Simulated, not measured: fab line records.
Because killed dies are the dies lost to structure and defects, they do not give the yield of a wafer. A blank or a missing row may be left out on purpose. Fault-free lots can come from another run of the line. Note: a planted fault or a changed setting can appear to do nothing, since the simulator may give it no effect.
Matching of chambers :: flow n5-finfet :: N5_BEOL_M4_ALD_98 on ald-sin-01: 4 sister chambers
The step deposits SiO2, target thk 2.5 nm, pulse time 1 s, co reactant pulse time 1 s. 4 wafers are shown with their chamber, then 8 later ones without.

WAFERS PAIRED WITH THEIR CHAMBERS
wafer: L089.6
chamber: 3
heater-power-w (W): 81

wafer: L092.3
chamber: 2
heater-power-w (W): 72

wafer: L092.5
chamber: 0
heater-power-w (W): 68

wafer: L094.1
chamber: 1
heater-power-w (W): 80

WAFERS WITHOUT THEIR CHAMBER
wafer: L094.2
heater-power-w (W): 72

wafer: L094.4
heater-power-w (W): 72

wafer: L096.1
heater-power-w (W): 80

wafer: L096.2
heater-power-w (W): 83

wafer: L096.3
heater-power-w (W): 73

wafer: L097.1
heater-power-w (W): 85

wafer: L097.2
heater-power-w (W): 79

wafer: L097.6
heater-power-w (W): 80

THE CHAMBER EACH PASSED THROUGH
wafer: L094.2
from the rows above: 2
in truth: 2

wafer: L094.4
from the rows above: 2
in truth: 2

wafer: L096.1
from the rows above: can't be placed: 1 or 3
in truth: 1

wafer: L096.2
from the rows above: can't be placed: 3 or 1
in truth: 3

wafer: L096.3
from the rows above: 2
in truth: 2

wafer: L097.1
from the rows above: can't be placed: 3 or 1
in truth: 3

wafer: L097.2
from the rows above: can't be placed: 1 or 3
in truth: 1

wafer: L097.6
from the rows above: can't be placed: 1 or 3
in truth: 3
Placed correctly: 3 of 8. Not placeable from these rows: 5 (in 5, the candidates include the true chamber). 0 placed wrongly.
How it was worked out, from the rows above alone: a wafer's distance from a chamber is the root of the sum, over the readings, of the square of ((its reading less the chamber's mean) divided by the reading's scatter). The wafer belongs to the nearest chamber; if the next one is less than 2 further off, it can't be placed. A chamber's mean is the mean of its shown wafers. The scatter: with one shown wafer a chamber, the root of the mean of the squares of how far each hidden wafer lies from its nearest shown one.
